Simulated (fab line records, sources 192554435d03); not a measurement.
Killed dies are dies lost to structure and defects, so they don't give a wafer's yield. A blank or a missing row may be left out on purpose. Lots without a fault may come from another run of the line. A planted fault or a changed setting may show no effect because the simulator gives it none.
Chamber matching | flow n5_finfet | N5_BEOL_M15_DESCUM_15 on rie_diel-04: 4 sister chambers
The step chemistry O2, time 7.9 s. 18 wafers are shown with their chamber, then 9 later ones without.

WAFERS WITH THEIR CHAMBER
wafer  | chamber | drypump_motor_current_A (A) | showerhead_plenum_p_Torr (Torr) | throttle_valve_pct (%)
L077.1 | 1       | 5.8                         | 2.20                            | 20.51
L077.2 | 2       | 5.6                         | 2.22                            | 20.06
L077.3 | 0       | 5.1                         | 2.08                            | 20.38
L078.2 | 1       | 5.9                         | 2.21                            | 20.54
L078.3 | 3       | 5.7                         | 2.24                            | 20.41
L078.6 | 0       | 5.1                         | 2.08                            | 20.37
L083.1 | 1       | 5.8                         | 2.20                            | 20.52
L083.2 | 2       | 5.6                         | 2.21                            | 20.09
L083.6 | 2       | 5.6                         | 2.21                            | 20.07
L082.2 | 1       | 5.8                         | 2.20                            | 20.53
L082.3 | 2       | 5.6                         | 2.21                            | 20.08
L082.5 | 0       | 5.1                         | 2.07                            | 20.39
L084.2 | 1       | 5.9                         | 2.20                            | 20.53
L084.3 | 2       | 5.6                         | 2.21                            | 20.08
L084.6 | 2       | 5.6                         | 2.21                            | 20.08
L085.1 | 3       | 5.7                         | 2.24                            | 20.44
L085.2 | 2       | 5.6                         | 2.21                            | 20.11
L085.3 | 1       | 5.9                         | 2.20                            | 20.56

SIGNATURES (means of the wafers above)
reading                  | chamber 0 | chamber 1 | chamber 2 | chamber 3 | scatter within a chamber
drypump_motor_current_A  | 5.100     | 5.850     | 5.600     | 5.700     | 0.0327
showerhead_plenum_p_Torr | 2.0767    | 2.2017    | 2.2114    | 2.2400    | 0.0041
throttle_valve_pct       | 20.3800   | 20.5317   | 20.0814   | 20.4250   | 0.0161
Rule: a wafer's distance from a chamber is the root of the sum, over the readings, of the square of ((its reading less the chamber's mean) divided by the reading's scatter). The wafer belongs to the nearest chamber; if the next one is less than 2 further off, it can't be placed. The scatter: the root of (the sum of the squares of (reading less its chamber's mean) over the shown wafers, divided by (wafers less chambers)).

WAFERS WITHOUT THEIR CHAMBER
wafer  | drypump_motor_current_A (A) | showerhead_plenum_p_Torr (Torr) | throttle_valve_pct (%)
L088.1 | 5.6                         | 2.21                            | 20.10
L088.4 | 5.8                         | 2.20                            | 20.54
L088.5 | 5.6                         | 2.21                            | 20.09
L087.3 | 5.1                         | 2.07                            | 20.39
L087.4 | 5.8                         | 2.20                            | 20.55
L087.5 | 5.1                         | 2.07                            | 20.41
L095.1 | 5.9                         | 2.19                            | 20.57
L095.3 | 5.1                         | 2.07                            | 20.41
L095.6 | 5.1                         | 2.07                            | 20.41

WHICH CHAMBER EACH WENT THROUGH
wafer  | from the rows above | in truth
L088.1 | 2                   | 2
L088.4 | 1                   | 1
L088.5 | 2                   | 2
L087.3 | 0                   | 0
L087.4 | 1                   | 1
L087.5 | 0                   | 0
L095.1 | 1                   | 1
L095.3 | 0                   | 0
L095.6 | 0                   | 0
Placed correctly: 9 of 9. Can't be placed from these rows: 0. Placed wrongly: 0.
